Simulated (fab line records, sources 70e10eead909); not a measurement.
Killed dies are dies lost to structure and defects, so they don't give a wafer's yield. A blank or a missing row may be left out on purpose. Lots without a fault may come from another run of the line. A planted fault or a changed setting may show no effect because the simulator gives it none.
fab line records | flow nand_harc | part 1 of 2: steps 1 to 14 of 15
record lots=7 wafers=21 last_day=25
route steps=1159 shown A_CONTACT@892 END@1159
lots that met no fault: from a run of the same line without faults
start_h: hours from the record's first day to the start of the lot's first wafer shown | wait_h: hours since the lot's step before | " the same as in the row above | L1.1+2: a row that stands for several wafers | - no value, or no start given | * or withheld: withheld | < > ~ a bound
route shown NAME@n: a module of which the file shows steps, and the number in the route of the first | usual: mean/standard deviation of fault-free wafers | same: alike in all rows | chamber/n: place in a boat | sites: the reading at each site | _std_site: their standard deviation | _edge_site: outer sites' mean less inner sites' | radius_mm: how far each site lies from the wafer's centre | mask NAME#n: copy n | behind: the tool/chamber that last shaped the wafer | hold: why the lot was held/for how many hours/how that ended | device: the transistor (n, p or np) that didn't switch | end of line: the same wafers' tests at the end of the route | a step without rows: its recipe alone | killed: dies lost to structure and defects at the first sort, not the wafer's yield | map: a wafer's dies, x killed, . not, _ none there
set.NAME: the setting as run; set.NAME@STEP: as run at that earlier step | model.NAME: the simulator's own value behind a step, which no gauge read
lots at some steps of the route; a table a step, a row a wafer
services: from which hour (start_h, from the record's first day; less than 0 if before it) a tool's chamber was out of use, for how many hours, and why
## steps
# step NHARC_A_CONTACT_EBR_65
# step NHARC_A_CONTACT_EXPOSE_66
# recipe na=1.35 sigma_outer=0.8 dose_mj=59.02 mask_id=A_CC_2
# step NHARC_A_CONTACT_PEB_67
# recipe peb_temp_c=100 peb_time_s=65
# step NHARC_A_CONTACT_DEVELOP_68
# recipe develop_time_s=35 dev_temp_c=23
# step NHARC_A_CONTACT_CD_MEAS_69
# recipe target_cd_nm=200 landing_energy_ev=500
# usual cd_nm=199.7/0.52
# same landing_energy_ev=500
# columns lot.wafer tool chamber start_h wait_h cd_nm
L349.2 cd_sem-01 0 393.55 - 198.8
L349.3 " 0 " " 199.6
L349.4 " 0 " " 199.4
L357.3 cd_sem-02 0 441.44 - 199.7
L357.4 " 0 " " 199.5
L357.6 " 0 " " 199.8
L359.2 cd_sem-02 0 442.72 - 199.2
L359.3 " 0 " " 199.5
L359.4 " 0 " " 199.4
L358.2 cd_sem-02 0 444.71 - 200.1
L358.3 " 0 " " 199.6
L358.5 " 0 " " 200.5
L364.2 cd_sem-01 0 492.65 - 201.2
L364.5 " 0 " " 199.6
L364.6 " 0 " " 200.5
L369.1 cd_sem-02 0 517.00 - 199.8
L369.2 " 0 " " 200.0
L369.5 " 0 " " 199.5
L370.3 cd_sem-02 0 522.59 - 198.9
L370.5 " 0 " " 199.4
L370.6 " 0 " " 199.3
# step NHARC_A_CONTACT_OVL_MEAS_70
# usual overlay_x_nm=-0.1/0.88 overlay_y_nm=-0.2/0.71
# columns lot.wafer tool chamber start_h wait_h overlay_x_nm overlay_y_nm
L349.2 overlay-01 - 393.64 - 1.0 -0.7
L349.3 " - " " 0.6 -0.8
L349.4 " - " " 1.5 -0.7
L357.3 overlay-01 - 441.53 - -1.4 0.7
L357.4 " - " " -1.4 0.9
L357.6 " - " " -1.6 0.1
L359.2 overlay-01 - 442.80 - -1.3 0.4
L359.3 " - " " -1.4 0.4
L359.4 " - " " -1.7 -0.2
L358.2 overlay-01 - 444.79 - 1.4 0.0
L358.3 " - " " 1.0 -0.4
L358.5 " - " " 1.4 0.0
L364.2 overlay-02 - 492.73 - -1.0 -0.1
L364.5 " - " " -0.9 -0.5
L364.6 " - " " -0.7 -0.7
L369.1 overlay-01 - 517.09 - -0.5 -1.1
L369.2 " - " " -0.3 -1.1
L369.5 " - " " -0.3 -0.7
L370.3 overlay-01 - 522.68 - 0.8 0.9
L370.5 " - " " 0.6 0.5
L370.6 " - " " 0.1 0.5
# step NHARC_A_CONTACT_INSPECT_71
# usual raw_defect_count=30/14
# columns lot.wafer tool chamber start_h wait_h raw_defect_count
L349.2 defect_inspect-01 - 393.67 0.0 18
L349.3 " - " " 20
L349.4 " - " " 28
L357.3 defect_inspect-02 - 441.57 0.0 32
L357.4 " - " " 31
L357.6 " - " " 24
L359.2 defect_inspect-02 - 442.84 0.0 47
L359.3 " - " " 47
L359.4 " - " " 39
L358.2 defect_inspect-02 - 444.84 0.0 52
L358.3 " - " " 53
L358.5 " - " " 40
L364.2 defect_inspect-02 - 492.77 0.0 16
L364.5 " - " " 15
L364.6 " - " " 19
L369.1 defect_inspect-02 - 517.13 0.0 17
L369.2 " - " " 14
L369.5 " - " " 22
L370.3 defect_inspect-02 - 522.71 0.0 43
L370.5 " - " " 45
L370.6 " - " " 50
# step NHARC_A_CONTACT_DESCUM_74
# recipe time_s=3 o2_flow_sccm=200 ar_flow_sccm=0 bias_power_w=0 chemistry=O2
# step NHARC_A_CONTACT_ETCH_75
# recipe target_depth_a=390 over_etch_frac=0.3 time_s=65 ion_energy_ev=80 cf4_flow_sccm=150 ar_flow_sccm=0 rf_w=300 bias_w=100 chemistry=CF4
# usual bias_w=100.0/0.31 cf4_flow_sccm=150.0/0.47 drypump_motor_current_A=5.7/0.38 oes_product_au=1.001/0.0086 rf_vpp_V=150.8/1.1 showerhead_plenum_p_Torr=1.73/0.06 throttle_valve_pct=13.284/0.0085
# columns lot.wafer tool chamber start_h wait_h bias_w cf4_flow_sccm drypump_motor_current_A oes_product_au rf_hours_counter_h rf_vpp_V showerhead_plenum_p_Torr throttle_valve_pct
L349.3 rie_diel-01 2 393.84 0.1 100.7 150.2 6.0 1.013 25 151.8 1.80 13.285
L349.2 " 3 " " 99.7 150.7 5.3 0.995 29 149.5 1.73 13.271
L349.4 " 0 " " 99.8 149.4 6.7 1.007 - 150.1 1.65 13.270
L357.3 rie_diel-13 1 441.85 0.2 99.5 150.8 5.4 0.999 28 149.8 1.69 13.275
L357.4 " 2 " " 100.3 149.9 6.0 1.020 26 150.3 1.70 13.270
L357.6 " 1 " " 99.7 150.4 5.5 0.987 - 149.0 1.69 13.297
L359.4 rie_diel-13 3 442.99 0.1 100.2 150.0 5.9 1.000 26 150.8 1.81 13.282
L359.2 " 0 " " 99.6 151.0 5.2 0.997 27 149.2 1.68 13.278
L359.3 " 2 " " 100.6 150.0 6.0 1.010 26 150.4 1.70 13.266
L358.2 rie_diel-13 0 445.00 0.1 100.2 148.9 5.2 0.996 27 150.1 1.68 13.262
L358.3 " 2 " " 99.5 149.6 6.0 1.004 27 150.3 1.70 13.277
L358.5 " 3 " " 100.1 150.0 6.0 1.007 - 152.6 1.81 13.281
L364.2 rie_diel-13 1 492.93 0.1 99.9 149.2 5.4 0.994 4 148.9 1.69 13.282
L364.6 " 2 " " 100.1 150.4 6.0 1.016 - 149.9 1.70 13.275
L364.5 " 3 " " 99.9 150.0 6.0 0.997 - 152.5 1.80 13.293
L369.1 rie_diel-13 3 517.32 0.1 99.6 151.0 6.0 1.004 9 152.1 1.80 13.273
L369.2 " 2 " " 99.4 149.9 6.0 1.005 10 150.7 1.69 13.287
L369.5 " 0 " " 99.7 150.0 5.2 0.999 - 148.6 1.67 13.286
L370.3 rie_diel-13 1 522.93 0.1 100.7 149.6 5.5 0.996 12 150.5 1.69 13.279
L370.5 " 3 " " 100.1 149.4 6.0 0.992 - 152.5 1.80 13.297
L370.6 " 0 " " 100.2 150.5 5.2 1.007 - 150.9 1.67 13.284
# step NHARC_A_CONTACT_ETCH_76
# recipe target_depth_a=2600 over_etch_frac=0.3 time_s=475.3 ion_energy_ev=200 n2_flow_sccm=150 h2_flow_sccm=150 ar_flow_sccm=0 rf_w=400 bias_w=150 chemistry=N2/H2
# usual bias_w=150.0/0.47 chamber_pressure_mTorr=29.998/0.025 drypump_motor_current_A=5.7/0.38 h2_flow_sccm=150.0/0.43 oes_product_au=1.001/0.0091 rf_vpp_V=429.2/2.2 showerhead_plenum_p_Torr=1.99/0.076 throttle_valve_pct=14.171/0.0093
# columns lot.wafer tool chamber start_h wait_h bias_w chamber_pressure_mTorr drypump_motor_current_A h2_flow_sccm oes_product_au rf_hours_counter_h rf_vpp_V showerhead_plenum_p_Torr throttle_valve_pct
L349.3 rie_diel-01 2 - - 150.4 30.041 6.0 150.1 0.997 25 429.6 2.09 14.169
L349.2 " 3 " " 150.0 29.966 5.3 149.8 1.003 29 431.2 1.99 14.182
L349.4 " 2 " " 150.3 30.041 6.0 150.2 0.999 - 432.2 2.08 14.171
L357.3 rie_diel-13 1 - - 149.9 30.003 5.5 149.9 0.997 28 427.8 1.94 14.165
L357.4 " 2 " " 150.8 30.021 6.0 150.2 1.014 26 427.7 1.95 14.161
L357.6 " 0 " " 150.5 29.992 5.2 149.1 0.997 - 427.8 1.92 14.181
L359.3 rie_diel-13 2 - - 149.6 30.003 6.0 150.4 1.015 27 427.7 1.95 14.163
L359.4 " 3 " " 149.9 29.996 6.0 149.0 1.004 26 433.1 2.09 14.188
L359.2 " 0 " " 149.7 29.973 5.2 150.3 0.991 27 427.0 1.92 14.172
L358.2 rie_diel-13 1 - - 150.6 29.984 5.5 150.6 0.985 29 427.9 1.94 14.159
L358.3 " 3 " " 150.2 29.978 6.0 150.2 0.992 27 432.2 2.09 14.178
L358.5 " 1 " " 149.8 30.027 5.5 150.1 0.985 - 429.7 1.94 14.176
L364.2 rie_diel-13 3 - - 150.1 29.964 6.0 149.3 0.997 5 432.3 2.08 14.160
L364.6 " 0 " " 150.4 29.986 5.1 149.8 1.013 - 427.7 1.92 14.183
L364.5 " 1 " " 149.3 29.988 5.4 149.2 1.002 - 427.4 1.94 14.162
L369.2 rie_diel-13 0 - - 149.8 30.006 5.2 150.3 1.001 9 427.5 1.92 14.187
L369.1 " 2 " " 150.1 29.994 6.0 150.1 1.008 10 428.5 1.95 14.172
L369.5 " 0 " " 149.7 29.988 5.2 149.9 1.013 - 427.9 1.92 14.177
L370.3 rie_diel-13 2 - - 150.0 29.969 6.0 150.5 0.999 12 428.5 1.95 14.167
L370.5 " 0 " " 149.9 29.984 5.2 150.7 1.016 - 426.8 1.92 14.173
L370.6 " 1 " " 150.1 29.986 5.4 150.0 0.994 - 427.9 1.93 14.169
# step NHARC_A_CONTACT_ETCH_77
# recipe target_depth_a=726 time_s=36.3 cf4_flow_sccm=100 chf3_flow_sccm=30 ar_flow_sccm=0 rf_w=500 bias_w=200 chemistry=CF4/CHF3
# usual bias_w=199.9/0.55 cf4_flow_sccm=100.0/0.31 drypump_motor_current_A=5.7/0.38 oes_product_au=0.933/0.018 rf_vpp_V=369.5/2 showerhead_plenum_p_Torr=1.54/0.055 throttle_valve_pct=16.802/0.011
# columns lot.wafer tool chamber start_h wait_h bias_w cf4_flow_sccm drypump_motor_current_A oes_product_au rf_hours_counter_h rf_vpp_V showerhead_plenum_p_Torr throttle_valve_pct
L349.2 rie_diel-01 0 - - 200.4 99.9 6.7 0.966 28 366.6 1.46 16.819
L349.3 " 3 " " 200.9 99.3 5.4 0.948 29 368.4 1.54 16.812
L349.4 " 3 " " 200.0 98.7 5.3 0.953 - 370.5 1.54 16.815
L357.4 rie_diel-13 1 - - 199.1 99.9 5.4 0.954 28 368.7 1.50 16.810
L357.3 " 3 " " 199.9 99.7 6.0 0.951 26 370.3 1.61 16.809
L357.6 " 1 " " 200.6 100.1 5.5 0.951 - 368.8 1.50 16.807
L359.3 rie_diel-13 1 - - 200.2 100.8 5.4 0.908 28 367.1 1.50 16.793
L359.4 " 2 " " 199.0 100.0 6.0 0.932 27 369.3 1.51 16.794
L359.2 " 3 " " 199.9 99.8 5.9 0.928 27 372.8 1.61 16.787
L358.3 rie_diel-13 3 - - 199.7 100.2 6.0 0.930 27 370.4 1.61 16.785
L358.2 " 0 " " 199.5 100.2 5.2 0.924 28 367.6 1.49 16.799
L358.5 " 0 " " 200.1 99.9 5.2 0.929 - 370.1 1.49 16.816
L364.2 rie_diel-13 3 - - 200.4 99.5 5.9 0.926 5 371.7 1.60 16.792
L364.5 " 0 " " 199.7 100.2 5.2 0.938 - 368.3 1.49 16.800
L364.6 " 1 " " 200.0 99.7 5.4 0.914 - 368.6 1.50 16.796
L369.2 rie_diel-13 3 - - 199.7 99.8 5.9 0.925 10 371.0 1.60 16.814
L369.1 " 1 " " 199.4 99.9 5.4 0.920 10 368.6 1.50 16.776
L369.5 " 3 " " 198.8 100.0 6.0 0.933 - 372.5 1.60 16.789
L370.3 rie_diel-13 3 - - 199.7 99.7 6.0 0.920 12 370.3 1.60 16.796
L370.5 " 1 " " 199.9 100.3 5.4 0.917 - 367.0 1.50 16.799
L370.6 " 2 " " 199.9 100.0 5.9 0.922 - 368.2 1.51 16.793
# step NHARC_A_CONTACT_ETCH_78
# recipe target_depth_a=28000 over_etch_frac=0.3 time_s=728 ion_energy_ev=150 o2_flow_sccm=400 cos_flow_sccm=20 ar_flow_sccm=0 rf_w=500 bias_w=300 chemistry=O2/COS
# usual bias_w=299.9/0.91 chamber_pressure_mTorr=20.001/0.02 drypump_motor_current_A=5.7/0.39 oes_product_au=1.002/0.0092 rf_vpp_V=313.3/1.7 showerhead_plenum_p_Torr=3.05/0.11 throttle_valve_pct=28.330/0.0085
# columns lot.wafer tool chamber start_h wait_h bias_w chamber_pressure_mTorr drypump_motor_current_A oes_product_au rf_hours_counter_h rf_vpp_V showerhead_plenum_p_Torr throttle_valve_pct
L349.2 rie_diel-01 3 - - 299.0 19.996 5.3 1.002 29 314.6 3.05 28.340
L349.3 " 0 " " 299.0 19.989 6.7 1.016 28 310.5 2.90 28.321
L349.4 " 3 " " 298.5 20.006 5.3 1.000 - 312.8 3.05 28.345
L357.4 rie_diel-13 0 - - 300.9 20.017 5.2 1.001 26 311.2 2.96 28.336
L357.3 " 1 " " 299.7 20.012 5.5 0.991 28 311.3 2.98 28.341
L357.6 " 0 " " 300.8 19.978 5.2 0.994 - 312.1 2.96 28.336
L359.3 rie_diel-13 0 - - 300.7 20.014 5.2 0.998 27 311.0 2.96 28.333
L359.2 " 1 " " 299.9 20.017 5.5 0.994 29 311.4 2.98 28.343
L359.4 " 3 " " 299.9 20.022 6.0 1.002 27 315.4 3.19 28.316
L358.2 rie_diel-13 0 - - 300.0 19.992 5.2 1.004 28 312.0 2.96 28.326
L358.3 " 2 " " 300.7 19.994 6.0 1.014 27 312.4 2.99 28.332
L358.5 " 1 " " 301.3 20.006 5.5 0.998 - 312.9 2.98 28.324
L364.2 rie_diel-13 1 - - 300.8 19.992 5.4 0.993 5 311.9 2.98 28.310
L364.6 " 1 " " 299.5 20.019 5.5 0.995 - 312.6 2.98 28.327
L364.5 " 2 " " 300.7 19.996 6.0 1.005 - 311.4 2.99 28.329
L369.2 rie_diel-13 1 - - 300.6 20.049 5.5 0.993 10 312.3 2.97 28.317
L369.1 " 2 " " 300.6 20.003 6.0 1.000 10 312.4 2.99 28.316
L369.5 " 0 " " 298.8 19.994 5.2 1.013 - 311.2 2.95 28.332
L370.3 rie_diel-13 0 - - 300.6 20.038 5.2 1.006 12 312.1 2.95 28.320
L370.5 " 2 " " 300.3 19.992 6.0 0.995 - 313.2 2.99 28.318
L370.6 " 3 " " 302.6 19.989 6.0 0.992 - 314.2 3.18 28.312
# step NHARC_A_CONTACT_ETCH_124
# recipe source_w=withheld pressure_mtorr=20 bias_v=withheld time_s=140 target_depth_a=7000 ar_flow_sccm=withheld c4f8_flow_sccm=withheld o2_flow_sccm=withheld chemistry=C4F8/O2/Ar
# usual chamber_pressure_mTorr=20.001/0.018 oes_air_line_au=1.003/0.02
# columns lot.wafer tool chamber start_h wait_h chamber_pressure_mTorr oes_air_line_au rf_hours_counter_h
L349.2 har_cap_etch-03 0 395.14 - 19.966 1.009 82
L349.4 " 0 " " 20.000 0.977 -
L349.3 " 1 " " 19.992 1.014 -
L357.4 har_cap_etch-01 0 443.00 - - - -
L357.3 " 1 " " - - -
L357.6 " 1 " " - - -
L359.2 har_cap_etch-03 1 444.06 - - - -
L359.3 " 0 " " - - -
L359.4 " 1 " " - - -
L358.2 har_cap_etch-01 0 446.08 - - - -
L358.3 " 1 " " - - -
L358.5 " 0 " " - - -
L364.2 har_cap_etch-02 0 493.99 - 20.015 1.048 30
L364.6 " 1 " " 19.990 1.021 -
L364.5 " 0 " " 19.979 1.004 -
L369.1 har_cap_etch-02 0 518.36 - 20.035 0.998 33
L369.2 " 1 " " 19.998 0.999 33
L369.5 " 0 " " 20.032 1.010 -
L370.3 har_cap_etch-03 0 524.24 - 20.004 1.000 -
L370.5 " 1 " " 20.028 1.001 -
L370.6 " 0 " " 20.013 0.973 -
# step NHARC_A_CONTACT_ETCH_125
# recipe source_w=withheld pressure_mtorr=20 bias_v=1200 time_s=155 target_depth_a=9560 ar_flow_sccm=withheld c4f8_flow_sccm=withheld o2_flow_sccm=withheld chemistry=C4F8/O2/Ar
# usual chamber_pressure_mTorr=20.000/0.017 oes_air_line_au=1.000/0.022
# columns lot.wafer tool chamber start_h wait_h chamber_pressure_mTorr oes_air_line_au rf_hours_counter_h
L349.2 har_cap_etch-03 0 395.35 0.2 20.026 0.987 82
L349.4 " 0 " " 19.992 0.984 -
L349.3 " 1 " " 19.996 1.004 -
L357.4 har_cap_etch-01 0 443.19 0.1 19.975 1.014 -
L357.3 " 1 " " 19.979 0.978 -
L357.6 " 1 " " 20.011 0.984 -
L359.2 har_cap_etch-03 1 444.24 0.2 20.002 1.046 90
L359.3 " 0 " " 19.984 0.978 -
L359.4 " 1 " " 19.980 1.013 -
L358.2 har_cap_etch-01 0 446.27 0.2 20.006 1.005 71
L358.3 " 1 " " 20.015 0.987 -
L358.5 " 0 " " 19.996 0.970 -
L364.2 har_cap_etch-02 0 494.18 0.2 19.982 1.009 30
L364.6 " 1 " " 19.981 0.983 -
L364.5 " 0 " " 20.000 1.001 -
L369.1 har_cap_etch-02 0 518.56 0.2 20.020 1.023 33
L369.2 " 1 " " 19.987 1.002 33
L369.5 " 0 " " 19.986 1.016 -
L370.3 har_cap_etch-03 0 524.41 0.1 19.974 1.016 -
L370.5 " 1 " " 19.968 1.031 -
L370.6 " 0 " " 20.011 1.023 -
## key
first_sign step=NHARC_A_CONTACT_ETCH_124 reading=tool_record direction=missing
effect step=NHARC_END_SORT_01 reading=killed_at_array direction=up sigmas=63 usual=29 struck=673
more_kills_born_at NHARC_A_CONTACT_ETCH_124@har_cap_etch-01=3845 NHARC_A_CONTACT_ETCH_124@har_cap_etch-03=1900
met_at NHARC_A_CONTACT_ETCH_124
struck_wafers L357.3,L357.4,L357.6,L358.2,L358.3,L358.5,L359.2,L359.3,L359.4
later_rows_left_out L357.3,L357.4,L357.6,L358.2,L358.3,L358.5,L359.2,L359.3,L359.4
tester_left_out L357,L358,L359
onset_between 395.14 443.00
fault kind=skipped_step_whole tool=har_cap_etch-01,har_cap_etch-03 chamber=- onset_h=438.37 steps=NHARC_A_CONTACT_ETCH_124 scope=struck_lots_only
# tester_left_out: of these lots the tester's yield and bins aren't shown, on N5 and GAA mostly nor the transistor test; their killed dies are dies lost to structure and defects alone, not to doping, threshold or leakage, so they don't give the yield
# later_rows_left_out: the simulator's readings of these wafers behind a module that went badly wrong aren't trusted and aren't shown, but for the sort
